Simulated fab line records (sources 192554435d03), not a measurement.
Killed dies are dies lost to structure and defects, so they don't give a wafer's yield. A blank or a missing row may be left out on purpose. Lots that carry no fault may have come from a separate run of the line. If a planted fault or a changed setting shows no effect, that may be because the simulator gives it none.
Split-lot study | flow n5 finfet | 21 wafers read across 7 lots, on a route 1938 steps long

ON THE SPLIT
At N5_BEOL_M3_COAT_05 (resist thk 30 nm), the setting spin rpm was moved away from the recipe's 1500 rpm on 9 of the 21 wafers read, by -6.3% to +11.1%. The other wafers ran this setting at the recipe's value.

FROM THE SPLIT TO THE READING: what the file shows between them, 2 steps
- N5_BEOL_M3_EXPOSE_08: exposes mask M3 (also split here: dose mj)
- N5_BEOL_M3_PEB_09: peb time 60 s

THE READING
CAR-EUV_of_BEOL_M3_COAT_05.thk nm (the simulator's own value, which no gauge read), in nm, at N5_BEOL_M3_DEVELOP_10 (develop time 30 s). The file does not state a usual value for it. Average 29.4 nm, standard deviation 0.099 nm, over the 12 wafers here run with the recipe.

wafer  | tool, chamber at the split | spin rpm as run, rpm | against the recipe | CAR-EUV_of_BEOL_M3_COAT_05.thk nm, nm | against lot-mates on the recipe
L082.4 | litho track-01, 0          | 1500                 | recipe             | 29.2                                  | -
L082.5 | litho track-01, 0          | 1589                 | +5.9%              | 28.6                                  | -0.6
L082.6 | litho track-01, 0          | 1589                 | +5.9%              | 28.6                                  | -0.6
L088.2 | litho track-05, 0          | 1500                 | recipe             | 29.4                                  | -
L088.3 | litho track-05, 0          | 1500                 | recipe             | 29.4                                  | -
L088.5 | litho track-05, 0          | 1500                 | recipe             | 29.4                                  | -
L090.2 | litho track-03, 0          | 1406                 | -6.3%              | 30.4                                  | +0.8
L090.6 | litho track-03, 0          | 1406                 | -6.3%              | 30.4                                  | +0.8
L090.4 | litho track-03, 0          | 1500                 | recipe             | 29.6                                  | -
L092.3 | litho track-01, 0          | 1587                 | +5.8%              | 28.6                                  | -1.0
L092.6 | litho track-01, 0          | 1587                 | +5.8%              | 28.6                                  | -1.0
L092.4 | litho track-01, 0          | 1500                 | recipe             | 29.6                                  | -
L091.1 | litho track-05, 0          | 1500                 | recipe             | 29.4                                  | -
L091.4 | litho track-05, 0          | 1500                 | recipe             | 29.4                                  | -
L091.6 | litho track-05, 0          | 1500                 | recipe             | 29.4                                  | -
L096.1 | litho track-01, 0          | 1500                 | recipe             | 29.4                                  | -
L096.3 | litho track-01, 0          | 1666                 | +11.1%             | 27.8                                  | -1.6
L096.5 | litho track-01, 0          | 1666                 | +11.1%             | 28                                    | -1.4
L095.1 | litho track-01, 0          | 1500                 | recipe             | 29.4                                  | -
L095.2 | litho track-01, 0          | 1500                 | recipe             | 29.4                                  | -
L095.5 | litho track-01, 0          | 1608                 | +7.2%              | 28.4                                  | -1.0

FIT RESULTS
A straight line over all 21 wafers: CAR-EUV_of_BEOL_M3_COAT_05.thk nm changes by -0.143 nm for each +1% of spin rpm; r = -0.99; the points scatter about the line by 0.09 nm.
The same after taking each lot's own level away (the mean of its wafers on the recipe; 21 wafers): -0.134 nm for each +1%; r = -0.99; scatter 0.1 nm.
That fit puts the effect of the largest move of spin rpm on the reading at 1.5 nm.
From 29.20 to 29.60 nm: that is the span of the lots' own levels, equal to 4.1 times the standard deviation above.
The two slopes are in agreement: the lot-to-lot level therefore moves the slope only a little.
Check: for one of the wafers moved furthest among these (+11.1%), held out of the fit, the line's prediction against its lot-mates is -1.46 nm. Against them it came out at -1.6 nm.

OTHER SPLITS ON THESE WAFERS
Other splits were also applied to these wafers ahead of the reading. Each is held against what the fit with the lots' levels taken away leaves over:
other split on the same wafers | wafers away from the commonest value | r with CAR-EUV_of_BEOL_M3_COAT_05.thk nm (lot level and that fit taken away)
N5_BEOL_M1_ILD_DEP_00 time s   | 8                                    | +0.07
N5_BEOL_M1_PECVD_72 time s     | 4                                    | -0.14
N5_BEOL_M2_DESCUM_16 time s    | 7                                    | +0.10
N5_BEOL_M2_COAT_67 spin rpm    | 6                                    | +0.27
N5_BEOL_M3_EXPOSE_08 dose mj   | 9                                    | -0.45

THE WHOLE CHAIN: every reading that the file lists as answering this split, in the file's order
step                  | what it does      | reading                                                                            | change (the file's fit)               | r (the file's)
N5_BEOL_M3_COAT_05    | resist thk 30 nm  | CAR-EUV_of_BEOL_M3_COAT_05.thk nm (the simulator's own value, which no gauge read) | -0.146 nm for each +1% of the setting | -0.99
N5_BEOL_M3_DEVELOP_10 | develop time 30 s | CAR-EUV_of_BEOL_M3_COAT_05.thk nm (the simulator's own value, which no gauge read) | -0.135 nm for each +1% of the setting | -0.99

THE FILE'S OWN FIT
CAR-EUV_of_BEOL_M3_COAT_05.thk nm changes by -0.135 nm for each +1% of spin rpm, r = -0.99.
